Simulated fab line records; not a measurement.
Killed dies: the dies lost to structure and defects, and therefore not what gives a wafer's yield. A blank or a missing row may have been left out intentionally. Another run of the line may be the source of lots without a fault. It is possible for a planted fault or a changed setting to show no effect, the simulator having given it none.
Which tool was responsible? :: flow n5Finfet :: 33 wafers from 11 lots sampled at 5 of the route's 1938 steps

WHAT THE GAUGES SHOWED, per wafer
The record holds no reading of a measuring or inspecting step that can be judged against a usual standard deviation.

EACH LOT AND THE TOOL THAT RAN IT (in order: tool; ch and the chambers of the sampled wafers; start)
lot: L919
N5_BEOL_M6_ETCH_41: rieDiel-03 ch 1,2,3, day 10 01:34 or earlier
N5_BEOL_M6_CURE_75: uvCure-01 ch 0, day 10 01:34
N5_BEOL_M7_COAT_60: lithoTrack-05 ch 0, day 10 05:59
N5_BEOL_M7_DESCUM_16: rieDiel-05 ch 1,2,3, day 10 06:46
N5_PASSIVATION_PROBE_49: prober-02, day 13 22:43

lot: L922
N5_BEOL_M6_ETCH_41: rieDiel-01 ch 0,1,3, day 11 15:35 or earlier
N5_BEOL_M6_CURE_75: uvCure-02 ch 0, day 11 15:35
N5_BEOL_M7_COAT_60: lithoTrack-02 ch 0, day 11 19:32
N5_BEOL_M7_DESCUM_16: rieDiel-06 ch 2,3, day 11 20:00
N5_PASSIVATION_PROBE_49: -

lot: L924
N5_BEOL_M6_ETCH_41: rieDiel-03 ch 1,2, day 11 17:37 or earlier
N5_BEOL_M6_CURE_75: uvCure-01 ch 2, day 11 17:37
N5_BEOL_M7_COAT_60: lithoTrack-03 ch 0, day 11 23:02
N5_BEOL_M7_DESCUM_16: rieDiel-05 ch 0,1,3, day 11 23:31
N5_PASSIVATION_PROBE_49: prober-02, day 15 04:40

lot: L921
N5_BEOL_M6_ETCH_41: rieDiel-04 ch 2,3, day 11 18:49 or earlier
N5_BEOL_M6_CURE_75: uvCure-01 ch 0, day 11 18:49
N5_BEOL_M7_COAT_60: lithoTrack-03 ch 0, day 11 23:55
N5_BEOL_M7_DESCUM_16: rieDiel-05 ch 0,1,3, day 12 00:23
N5_PASSIVATION_PROBE_49: -

lot: L926
N5_BEOL_M6_ETCH_41: rieDiel-03 ch 0,1,3, day 12 03:49 or earlier
N5_BEOL_M6_CURE_75: uvCure-02 ch 0, day 12 03:49
N5_BEOL_M7_COAT_60: lithoTrack-02 ch 0, day 12 06:38
N5_BEOL_M7_DESCUM_16: rieDiel-02 ch 0,1,3, day 12 07:08
N5_PASSIVATION_PROBE_49: -

lot: L931
N5_BEOL_M6_ETCH_41: rieDiel-04 ch 0,3, day 12 18:25 or earlier
N5_BEOL_M6_CURE_75: uvCure-01 ch 2, day 12 18:25
N5_BEOL_M7_COAT_60: lithoTrack-03 ch 0, day 12 23:37
N5_BEOL_M7_DESCUM_16: rieDiel-05 ch 0,1,2, day 13 00:06
N5_PASSIVATION_PROBE_49: prober-01, day 16 09:18

lot: L928
N5_BEOL_M6_ETCH_41: rieDiel-03 ch 1,2,3, day 13 16:46 or earlier
N5_BEOL_M6_CURE_75: uvCure-01 ch 2, day 13 16:46
N5_BEOL_M7_COAT_60: lithoTrack-02 ch 0, day 13 21:49
N5_BEOL_M7_DESCUM_16: rieDiel-06 ch 1,3, day 13 22:10
N5_PASSIVATION_PROBE_49: prober-02, day 17 04:53

lot: L933
N5_BEOL_M6_ETCH_41: rieDiel-03 ch 0,2,3, day 14 20:28 or earlier
N5_BEOL_M6_CURE_75: uvCure-02 ch 2, day 14 20:28
N5_BEOL_M7_COAT_60: lithoTrack-02 ch 0, day 15 00:32
N5_BEOL_M7_DESCUM_16: rieDiel-05 ch 0,2,3, day 15 00:59
N5_PASSIVATION_PROBE_49: prober-02, day 18 12:08

lot: L938
N5_BEOL_M6_ETCH_41: rieDiel-03 ch 0,3, day 15 13:56 or earlier
N5_BEOL_M6_CURE_75: uvCure-03 ch 1, day 15 13:56
N5_BEOL_M7_COAT_60: lithoTrack-03 ch 0, day 15 20:56
N5_BEOL_M7_DESCUM_16: rieDiel-02 ch 0,2,3, day 15 21:26
N5_PASSIVATION_PROBE_49: prober-01, day 19 17:59

lot: L934
N5_BEOL_M6_ETCH_41: rieDiel-04 ch 1,2,3, day 15 17:17 or earlier
N5_BEOL_M6_CURE_75: uvCure-02 ch 1, day 15 17:17
N5_BEOL_M7_COAT_60: lithoTrack-03 ch 0, day 15 21:29
N5_BEOL_M7_DESCUM_16: rieDiel-06 ch 0,1,2, day 15 21:57
N5_PASSIVATION_PROBE_49: -

lot: L936
N5_BEOL_M6_ETCH_41: rieDiel-04 ch 0,3, day 16 00:52 or earlier
N5_BEOL_M6_CURE_75: uvCure-03 ch 1, day 16 00:52
N5_BEOL_M7_COAT_60: lithoTrack-05 ch 0, day 16 06:06
N5_BEOL_M7_DESCUM_16: rieDiel-02 ch 1,2, day 16 06:26
N5_PASSIVATION_PROBE_49: prober-02, day 19 23:50
- N5_BEOL_M6_ETCH_41: etches SiCN in CH3F/O2, target depth 29.7 nm, time 52 s.
- N5_BEOL_M6_CURE_75: cures SiCOH lowk, time 120 s.
- N5_BEOL_M7_COAT_60: time 60 s, resist thk 35 nm.
- N5_BEOL_M7_DESCUM_16: chemistry O2, time 7.9 s.
- N5_PASSIVATION_PROBE_49

WHAT THE TOOLS THEMSELVES READ (means of the sampled wafers that have a number; where no wafer has one, the mark that the record gives instead)
N5_BEOL_M6_ETCH_41.
lot: L919
tool: rieDiel-03
drypumpMotorCurrentA (A): 5.40
oesProductAu (a.u.): 0.80
rfVppV (V): 298.2
showerheadPlenumPTorr (Torr): 2.07
throttleValvePct (%): 16.40

lot: L922
tool: rieDiel-01
drypumpMotorCurrentA (A): 5.40
oesProductAu (a.u.): 0.73
rfVppV (V): 296.5
showerheadPlenumPTorr (Torr): 1.95
throttleValvePct (%): 16.28

lot: L924
tool: rieDiel-03
drypumpMotorCurrentA (A): 5.53
oesProductAu (a.u.): 0.93
rfVppV (V): 299.5
showerheadPlenumPTorr (Torr): 2.08
throttleValvePct (%): 16.28

lot: L921
tool: rieDiel-04
drypumpMotorCurrentA (A): 5.34
oesProductAu (a.u.): 0.85
rfVppV (V): 297.4
showerheadPlenumPTorr (Torr): 1.96
throttleValvePct (%): 15.99

lot: L926
tool: rieDiel-03
drypumpMotorCurrentA (A): 5.72
oesProductAu (a.u.): 0.87
rfVppV (V): 298.9
showerheadPlenumPTorr (Torr): 2.03
throttleValvePct (%): 16.09

lot: L931
tool: rieDiel-04
drypumpMotorCurrentA (A): 5.31
oesProductAu (a.u.): 0.70
rfVppV (V): 296.4
showerheadPlenumPTorr (Torr): 1.97
throttleValvePct (%): 16.35

lot: L928
tool: rieDiel-03
drypumpMotorCurrentA (A): 5.41
oesProductAu (a.u.): 0.86
rfVppV (V): 297.5
showerheadPlenumPTorr (Torr): 2.06
throttleValvePct (%): 16.31

lot: L933
tool: rieDiel-03
drypumpMotorCurrentA (A): 5.41
oesProductAu (a.u.): 0.82
rfVppV (V): 299.0
showerheadPlenumPTorr (Torr): 2.05
throttleValvePct (%): 16.17

lot: L938
tool: rieDiel-03
drypumpMotorCurrentA (A): 5.70
oesProductAu (a.u.): 0.82
rfVppV (V): 298.2
showerheadPlenumPTorr (Torr): 2.02
throttleValvePct (%): 15.99

lot: L934
tool: rieDiel-04
drypumpMotorCurrentA (A): 5.50
oesProductAu (a.u.): 0.84
rfVppV (V): 297.9
showerheadPlenumPTorr (Torr): 2.02
throttleValvePct (%): 16.10

lot: L936
tool: rieDiel-04
drypumpMotorCurrentA (A): 5.43
oesProductAu (a.u.): 0.84
rfVppV (V): 296.5
showerheadPlenumPTorr (Torr): 1.97
throttleValvePct (%): 16.06

N5_BEOL_M6_CURE_75.
lot: L919
tool: uvCure-01
lampPowerPct (%): 52.31
wafer_temp_C_max: 372.2

lot: L922
tool: uvCure-02
lampPowerPct (%): 52.31
wafer_temp_C_max: 371.4

lot: L924
tool: uvCure-01
lampPowerPct (%): 52.37
wafer_temp_C_max: 372.1

lot: L921
tool: uvCure-01
lampPowerPct (%): 52.32
wafer_temp_C_max: 372.6

lot: L926
tool: uvCure-02
lampPowerPct (%): 52.35
wafer_temp_C_max: 371.3

lot: L931
tool: uvCure-01
lampPowerPct (%): 52.32
wafer_temp_C_max: 372.1

lot: L928
tool: uvCure-01
lampPowerPct (%): 52.31
wafer_temp_C_max: 372.4

lot: L933
tool: uvCure-02
lampPowerPct (%): 52.28
wafer_temp_C_max: 371.9

lot: L938
tool: uvCure-03
lampPowerPct (%): 52.26
wafer_temp_C_max: 371.4

lot: L934
tool: uvCure-02
lampPowerPct (%): 52.28
wafer_temp_C_max: 371.8

lot: L936
tool: uvCure-03
lampPowerPct (%): 52.27
wafer_temp_C_max: 371.4

N5_BEOL_M7_COAT_60.
lot: L919
tool: lithoTrack-05
spinSpeedRpm (rpm): 1500.5

lot: L922
tool: lithoTrack-02
spinSpeedRpm (rpm): 1501.2

lot: L924
tool: lithoTrack-03
spinSpeedRpm (rpm): 1500.0

lot: L921
tool: lithoTrack-03
spinSpeedRpm (rpm): 1500.3

lot: L926
tool: lithoTrack-02
spinSpeedRpm (rpm): 1499.6

lot: L931
tool: lithoTrack-03
spinSpeedRpm (rpm): 1500.1

lot: L928
tool: lithoTrack-02
spinSpeedRpm (rpm): 1544.8

lot: L933
tool: lithoTrack-02
spinSpeedRpm (rpm): 1545.7

lot: L938
tool: lithoTrack-03
spinSpeedRpm (rpm): 1500.6

lot: L934
tool: lithoTrack-03
spinSpeedRpm (rpm): 1501.1

lot: L936
tool: lithoTrack-05
spinSpeedRpm (rpm): 1500.5

N5_BEOL_M7_DESCUM_16.
lot: L919
tool: rieDiel-05
drypumpMotorCurrentA (A): 5.9
oesProductAu (a.u.): 0.71
rfVppV (V): 241.3
showerheadPlenumPTorr (Torr): 2.04
throttleValvePct (%): 20.51

lot: L922
tool: rieDiel-06
drypumpMotorCurrentA (A): 6.3
oesProductAu (a.u.): 0.70
rfVppV (V): 242.0
showerheadPlenumPTorr (Torr): 2.04
throttleValvePct (%): 20.70

lot: L924
tool: rieDiel-05
drypumpMotorCurrentA (A): 5.6
oesProductAu (a.u.): 0.76
rfVppV (V): 242.4
showerheadPlenumPTorr (Torr): 2.06
throttleValvePct (%): 20.35

lot: L921
tool: rieDiel-05
drypumpMotorCurrentA (A): 5.6
oesProductAu (a.u.): 0.76
rfVppV (V): 243.3
showerheadPlenumPTorr (Torr): 2.06
throttleValvePct (%): 20.36

lot: L926
tool: rieDiel-02
drypumpMotorCurrentA (A): 6.2
oesProductAu (a.u.): 0.73
rfVppV (V): 243.6
showerheadPlenumPTorr (Torr): 2.09
throttleValvePct (%): 20.66

lot: L931
tool: rieDiel-05
drypumpMotorCurrentA (A): 6.1
oesProductAu (a.u.): 0.83
rfVppV (V): 242.1
showerheadPlenumPTorr (Torr): 2.06
throttleValvePct (%): 20.26

lot: L928
tool: rieDiel-06
drypumpMotorCurrentA (A): 5.7
oesProductAu (a.u.): 0.73
rfVppV (V): 242.4
showerheadPlenumPTorr (Torr): 2.06
throttleValvePct (%): 20.39

lot: L933
tool: rieDiel-05
drypumpMotorCurrentA (A): 6.0
oesProductAu (a.u.): 0.81
rfVppV (V): 242.1
showerheadPlenumPTorr (Torr): 2.08
throttleValvePct (%): 20.22

lot: L938
tool: rieDiel-02
drypumpMotorCurrentA (A): 6.4
oesProductAu (a.u.): 0.79
rfVppV (V): 241.7
showerheadPlenumPTorr (Torr): 2.04
throttleValvePct (%): 20.59

lot: L934
tool: rieDiel-06
drypumpMotorCurrentA (A): 6.3
oesProductAu (a.u.): 0.84
rfVppV (V): 244.0
showerheadPlenumPTorr (Torr): 2.12
throttleValvePct (%): 20.31

lot: L936
tool: rieDiel-02
drypumpMotorCurrentA (A): 5.8
oesProductAu (a.u.): 0.76
rfVppV (V): 243.9
showerheadPlenumPTorr (Torr): 2.12
throttleValvePct (%): 20.43

N5_PASSIVATION_PROBE_49.
lot: L919
tool: prober-02
defectLimitedYield (%): 90.2
killed_at_M0_to_M3: 53
killed_at_M4_up: 12
killedAtContacts: 14
killedAtFrontEnd: 33
killedAtOther: 3.3
killedDies: 115
killedOpen: 72
killedShort: 41
sort_bin_4_leakage (%): 0.00
sort_bin_5_function (%): 5.6
sort_bin_6_memory (%): 3.8
sortNPass: 1065
sortYieldPct (%): 90.2

lot: L924
tool: prober-02
defectLimitedYield (%): 90.2
killed_at_M0_to_M3: 36
killed_at_M4_up: 10
killedAtContacts: 9
killedAtFrontEnd: 57
killedAtOther: 4.0
killedDies: 116
killedOpen: 69
killedShort: 41
sort_bin_4_leakage (%): 0.00
sort_bin_5_function (%): 5.3
sort_bin_6_memory (%): 3.9
sortNPass: 1064
sortYieldPct (%): 90.2

lot: L931
tool: prober-01
defectLimitedYield (%): 91.5
killed_at_M0_to_M3: 26
killed_at_M4_up: 14
killedAtContacts: 8
killedAtFrontEnd: 51
killedAtOther: 2.0
killedDies: 101
killedOpen: 61
killedShort: 38
sort_bin_4_leakage (%): 0.00
sort_bin_5_function (%): 5.1
sort_bin_6_memory (%): 3.1
sortNPass: 1079
sortYieldPct (%): 91.5

lot: L928
tool: prober-02
defectLimitedYield (%): 92.7
killed_at_M0_to_M3: 29
killed_at_M4_up: 11
killedAtContacts: 13
killedAtFrontEnd: 30
killedAtOther: 2.7
killedDies: 86
killedOpen: 56
killedShort: 28
sort_bin_4_leakage (%): 0.00
sort_bin_5_function (%): 4.3
sort_bin_6_memory (%): 2.8
sortNPass: 1094
sortYieldPct (%): 92.7

lot: L933
tool: prober-02
defectLimitedYield (%): 90.3
killed_at_M0_to_M3: 37
killed_at_M4_up: 23
killedAtContacts: 10
killedAtFrontEnd: 42
killedAtOther: 1.7
killedDies: 114
killedOpen: 70
killedShort: 41
sort_bin_4_leakage (%): 0.03
sort_bin_5_function (%): 6.0
sort_bin_6_memory (%): 3.2
sortNPass: 1066
sortYieldPct (%): 90.3

lot: L938
tool: prober-01
defectLimitedYield (%): 90.9
killed_at_M0_to_M3: 36
killed_at_M4_up: 18
killedAtContacts: 10
killedAtFrontEnd: 37
killedAtOther: 6.0
killedDies: 108
killedOpen: 71
killedShort: 37
sort_bin_4_leakage (%): 0.00
sort_bin_5_function (%): 5.3
sort_bin_6_memory (%): 3.7
sortNPass: 1072
sortYieldPct (%): 90.9

lot: L936
tool: prober-02
defectLimitedYield (%): 93.9
killed_at_M0_to_M3: 26
killed_at_M4_up: 15
killedAtContacts: 5
killedAtFrontEnd: 25
killedAtOther: 1.0
killedDies: 72
killedOpen: 45
killedShort: 27
sort_bin_4_leakage (%): 0.00
sort_bin_5_function (%): 3.5
sort_bin_6_memory (%): 2.5
sortNPass: 1108
sortYieldPct (%): 93.9

THE ANSWER, worked out from the rows above alone
Rule: the usual values come from the lots themselves. Put in order of their means at a reading, lots are off if they are a third of the lots or fewer, leave a main group of 4 or more, and stand apart from it by a gap of 3 or more times the standard deviation of the main group's means; of several such gaps the widest counts. The tables above print the reading to a certain number of digits; a main group whose means all agree to those digits is not used. A lot without any number at a reading at which 4 lots or more have one is off too. The other lots that the step has rows for count as sound. First the gauges in route order, then the tools' own readings, where a lot's mean is used as printed above. At the first step where some lot is off, the reading lying furthest off is the one used; lots without a number count as furthest.
Off: L928, L933, at N5_BEOL_M7_COAT_60 (spinSpeedRpm). Main group: mean 1500.4 rpm, sd 0.48.
A tool fits if, at that step or a process step before it, it ran every lot that is off, and no sound lot after the first of them. N5_BEOL_M6_ETCH_41 gives no start for some lots, so the hours and the order of its lots are those of N5_BEOL_M6_CURE_75. One fits: lithoTrack-02 at N5_BEOL_M7_COAT_60. A fault onset in the window from L926 (day 12 06:38, its last sound lot) to L928 (day 13 21:49, its first lot off) fits.
On the lots that are off, the tool's own readings at N5_BEOL_M7_COAT_60 differ by more than 5 times the standard deviation of the sound lots' means, which bears it out; spinSpeedRpm reads 1545.2 rpm there versus 1500.4 rpm on the sound lots.

WHAT THE SIMULATOR HAD INSERTED
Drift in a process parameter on lithoTrack-02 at N5_BEOL_M7_COAT_60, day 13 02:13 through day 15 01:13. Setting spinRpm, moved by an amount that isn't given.
Lots struck among those shown: L928, L933. Same finding as the rule above.
